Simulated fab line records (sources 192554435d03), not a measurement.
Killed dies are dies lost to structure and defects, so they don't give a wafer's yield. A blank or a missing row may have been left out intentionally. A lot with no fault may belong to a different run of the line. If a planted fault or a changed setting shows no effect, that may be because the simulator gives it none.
The tool behind it: which one?    flow n5Finfet    9 lots with 27 wafers sampled at 5 steps, on a route of 1938 steps

== WHAT THE GAUGES SHOWED, per wafer ==
N5_BEOL_M4_RC_MEAS_101. Usual: DIBL_N 36.4 mV/V, standard deviation 1.5; DIBL_P 35.8 mV/V, standard deviation 1.7; IOFF_N 0.154 nA/um, standard deviation 0.022; IOFF_P 0.21 nA/um, standard deviation 0.031; ION_N 672 uA/um, standard deviation 8.8; ION_P 462 uA/um, standard deviation 7.2; RS_NWELL 1037 ohm/sq, standard deviation 6.9; SS_N 71.5 mV/dec, standard deviation 0.53; SS_P 73.2 mV/dec, standard deviation 0.62; VT_N 250.4 mV, standard deviation 2.5; VT_P -250 mV, standard deviation 3.5.
lot   measured      on         DIBL_N (mV/V)   DIBL_P (mV/V)   IOFF_N (nA/um)     IOFF_P (nA/um)  ION_N (uA/um)  ION_P (uA/um)  RS_NWELL (ohm/sq)  SS_N (mV/dec)   SS_P (mV/dec)   VT_N (mV)          VT_P (mV)       flag
L716  day 8 03:09   prober-01  37.2 38.6 37.5  36.9 38.1 36.5  0.157 0.177 0.162  0.24 0.26 0.23  676 668 657    464 462 459    1029 1024 1035     71.4 71.9 71.5  73.3 73.2 73.3  248.2 253.6 249.9  -248 -247 -248  
L723  day 11 07:40  prober-01  36.3 36.8 36.4  37.0 37.3 37.7  0.138 0.147 0.150  0.22 0.22 0.22  667 666 674    464 465 465    1395 1401 1399     70.6 71.3 71.2  72.6 73.3 73.1  252.3 250.6 250.0  -249 -247 -245  OFF
L724  day 11 06:26  prober-01  37.1 35.9 34.3  36.8 35.9 34.1  0.153 0.133 0.112  0.19 0.18 0.16  664 659 663    449 456 458    1402 1394 1388     71.8 71.8 71.4  73.2 73.1 72.6  253.2 252.5 255.3  -255 -252 -252  OFF
L726  day 11 22:44  prober-01  38.0 37.0 37.2  35.9 35.4 35.6  0.161 0.153 0.164  0.21 0.20 0.21  670 677 663    460 460 459    1412 1409 1410     72.0 70.9 71.4  73.3 72.7 73.5  250.8 248.7 251.8  -250 -251 -250  OFF
L727  day 11 12:22  prober-02  36.7 34.8 37.6  36.6 34.5 37.8  0.148 0.118 0.172  0.18 0.16 0.20  672 642 685    453 444 465    1029 1034 1032     72.1 71.1 71.5  73.4 72.6 74.0  252.0 254.9 248.0  -254 -255 -252  
L729  day 12 03:29  prober-01  34.0 36.8 38.0  32.8 36.6 38.7  0.113 0.164 0.192  0.14 0.19 0.22  661 675 672    452 455 452    1041 1031 1045     70.9 72.1 72.7  72.7 72.6 73.5  255.3 250.1 247.2  -260 -254 -254  
L732  day 12 21:00  prober-02  35.7 35.2 36.8  34.0 35.1 36.5  0.140 0.140 0.166  0.22 0.23 0.26  665 661 679    466 467 473    1035 1030 1028     71.0 71.2 71.3  72.2 72.9 73.4  254.9 252.9 251.1  -248 -247 -244  
L737  day 13 12:50  prober-01  35.1 36.8 36.6  33.8 36.1 35.9  0.138 0.174 0.166  0.20 0.25 0.23  674 677 688    470 461 474    1049 1043 1039     71.1 72.0 71.8  72.7 73.0 73.3  249.0 248.0 248.0  -247 -247 -248  
L738  day 14 10:36  prober-02  36.9 37.7 37.4  35.3 36.1 35.3  0.148 0.170 0.148  0.20 0.21 0.19  680 679 672    458 459 461    1030 1026 1034     70.7 72.0 71.9  72.9 73.4 72.2  251.6 249.5 249.1  -250 -251 -251  

== TOOL THAT RAN EACH LOT (tool first, then ch and the chambers of the sampled wafers, then the start) ==
lot   N5_ZERO_LAYER_PECVD_02          N5_WELL_APT_IMPLANT_14          N5_WELL_APT_DESCUM_30             N5_WELL_APT_EPI_41
L716  pecvd-01 ch 0,2, day 1 18:17    implanter-02 ch 0, day 1 20:23  rieDiel-01 ch 0,1,2, day 1 22:17  epiRpcvd-01 ch 0, day 1 23:25
L723  pecvd-01 ch 0,2, day 3 12:19    implanter-02 ch 0, day 3 14:12  rieDiel-02 ch 1,2,3, day 3 15:08  epiRpcvd-01 ch 0, day 3 16:46
L724  pecvd-04 ch 0,1, day 3 18:17    implanter-02 ch 0, day 3 19:50  rieDiel-06 ch 1,2, day 3 20:50    epiRpcvd-04 ch 0, day 3 21:59
L726  pecvd-02 ch 0,2, day 4 06:17    implanter-02 ch 0, day 4 08:06  rieDiel-02 ch 0,1,3, day 4 09:06  epiRpcvd-01 ch 0, day 4 10:15
L727  pecvd-02 ch 0,1,2, day 4 12:19  implanter-01 ch 0, day 4 13:53  rieDiel-01 ch 2,3, day 4 14:58    epiRpcvd-04 ch 0, day 4 16:22
L729  pecvd-02 ch 0,1,2, day 5 00:17  implanter-01 ch 0, day 5 02:26  rieDiel-01 ch 0,2,3, day 5 03:28  epiRpcvd-01 ch 0, day 5 04:29
L732  pecvd-01 ch 0,1,2, day 5 18:17  implanter-01 ch 0, day 5 19:59  rieDiel-06 ch 0,1,2, day 5 21:27  epiRpcvd-04 ch 0, day 5 22:31
L737  pecvd-01 ch 0,1,2, day 7 00:17  implanter-02 ch 0, day 7 01:56  rieDiel-02 ch 0,2,3, day 7 03:08  epiRpcvd-01 ch 0, day 7 04:09
L738  pecvd-01 ch 0,1, day 7 06:28    implanter-02 ch 0, day 7 08:06  rieDiel-02 ch 0,1,3, day 7 09:14  epiRpcvd-04 ch 0, day 7 10:15
- N5_ZERO_LAYER_PECVD_02: deposits SiO2 from SiH4/N2O, target thk 10 nm, time 6 s.
- N5_WELL_APT_IMPLANT_14
- N5_WELL_APT_DESCUM_30: chemistry O2, time 7.9 s.
- N5_WELL_APT_EPI_41: deposits Si from SiH4/H2, target thk 50 nm, time 297.7 s.

== WHAT THE TOOLS THEMSELVES READ (means of the sampled wafers that have a number; where no wafer has one, the mark that the record gives instead) ==
N5_ZERO_LAYER_PECVD_02. Usual: heaterPowerW 804 W, standard deviation 65; showerheadPlenumPTorr 8.03 Torr, standard deviation 0.16.
lot   tool      heaterPowerW (W)  showerheadPlenumPTorr (Torr)  flag
L716  pecvd-01  783               7.93                          
L723  pecvd-01  759               7.92                          
L724  pecvd-04  795               8.07                          
L726  pecvd-02  847               8.10                          
L727  pecvd-02  787               8.12                          
L729  pecvd-02  879               8.12                          
L732  pecvd-01  721               7.91                          
L737  pecvd-01  803               7.90                          
L738  pecvd-01  794               7.87                          

N5_WELL_APT_IMPLANT_14. Usual: doseIonsCm2 1.4995e+13, standard deviation 1.7e+10; faradayCurrentUA 190, standard deviation 4.
lot   tool          doseIonsCm2  faradayCurrentUA  flag
L716  implanter-02  1.5006e+13   192               
L723  implanter-02  8.7777e+12   111               OFF
L724  implanter-02  8.7740e+12   112               OFF
L726  implanter-02  8.7750e+12   113               OFF
L727  implanter-01  1.4980e+13   190               
L729  implanter-01  1.4986e+13   192               
L732  implanter-01  1.4981e+13   189               
L737  implanter-02  1.5000e+13   191               
L738  implanter-02  1.4990e+13   184               

N5_WELL_APT_DESCUM_30. Usual: chamberPressureMTorr 19.998 mTorr, standard deviation 0.02; drypumpMotorCurrentA 5.6 A, standard deviation 0.45; oesProductAu 0.77 a.u., standard deviation 0.08; rfVppV 242.8 V, standard deviation 1.7; showerheadPlenumPTorr 2.07 Torr, standard deviation 0.092; throttleValvePct 20.54 %, standard deviation 0.2.
lot   tool        chamberPressureMTorr (mTorr)  drypumpMotorCurrentA (A)  oesProductAu (a.u.)  rfVppV (V)  showerheadPlenumPTorr (Torr)  throttleValvePct (%)  flag
L716  rieDiel-01  20.002                        5.1                       0.79                 241.3       1.99                          20.49                 
L723  rieDiel-02  19.991                        5.5                       0.79                 242.8       2.13                          20.46                 
L724  rieDiel-06  20.000                        6.2                       0.71                 242.0       2.02                          20.74                 
L726  rieDiel-02  20.014                        5.7                       0.82                 244.9       2.17                          20.50                 
L727  rieDiel-01  20.016                        5.1                       0.73                 242.1       2.00                          20.64                 
L729  rieDiel-01  19.991                        5.2                       0.72                 242.4       2.02                          20.58                 
L732  rieDiel-06  20.012                        6.0                       0.75                 242.6       2.09                          20.57                 
L737  rieDiel-02  19.998                        5.6                       0.75                 243.4       2.12                          20.51                 
L738  rieDiel-02  20.027                        5.7                       0.78                 243.5       2.16                          20.52                 

N5_WELL_APT_EPI_41. Usual: lampInnerPct 15.7 %, standard deviation 0.49; throttleValvePct 11.35 %, standard deviation 0.16.
lot   tool         lampInnerPct (%)  throttleValvePct (%)  flag
L716  epiRpcvd-01  16.2              11.32                 
L723  epiRpcvd-01  16.2              11.23                 
L724  epiRpcvd-04  15.3              11.13                 
L726  epiRpcvd-01  16.2              11.40                 
L727  epiRpcvd-04  15.3              11.29                 
L729  epiRpcvd-01  16.1              11.39                 
L732  epiRpcvd-04  15.2              11.36                 
L737  epiRpcvd-01  16.1              11.34                 
L738  epiRpcvd-04  15.2              11.55                 

== THE ANSWER, worked out from the rows above alone ==
Rule: take the mean of a lot's wafers that have a number; if it is more than 3 standard deviations from the usual mean, the lot is off. A lot without any number at a reading at which 4 lots or more have one is off too. Where the step has rows for the other lots, those lots are counted as sound. After the gauges, taken in route order, come the tools' own readings; for these a lot's mean is taken, as printed above. The first step at which some lot is off is used, and at that step the reading that is off furthest; a lot without a number counts as furthest.
Off: L723, L724, L726, at N5_BEOL_M4_RC_MEAS_101 (RS_NWELL).
A tool fits if, at a process step before that reading, it ran every lot that is off, and no sound lot after the first of them. The gauges at N5_BEOL_M4_RC_MEAS_101 aren't tried: what is off there is off at N5_WELL_APT_IMPLANT_14 too, on other tools, and a gauge's error can't cause that. Of those tried, none fits.

== WHAT THE SIMULATOR PUT IN ==
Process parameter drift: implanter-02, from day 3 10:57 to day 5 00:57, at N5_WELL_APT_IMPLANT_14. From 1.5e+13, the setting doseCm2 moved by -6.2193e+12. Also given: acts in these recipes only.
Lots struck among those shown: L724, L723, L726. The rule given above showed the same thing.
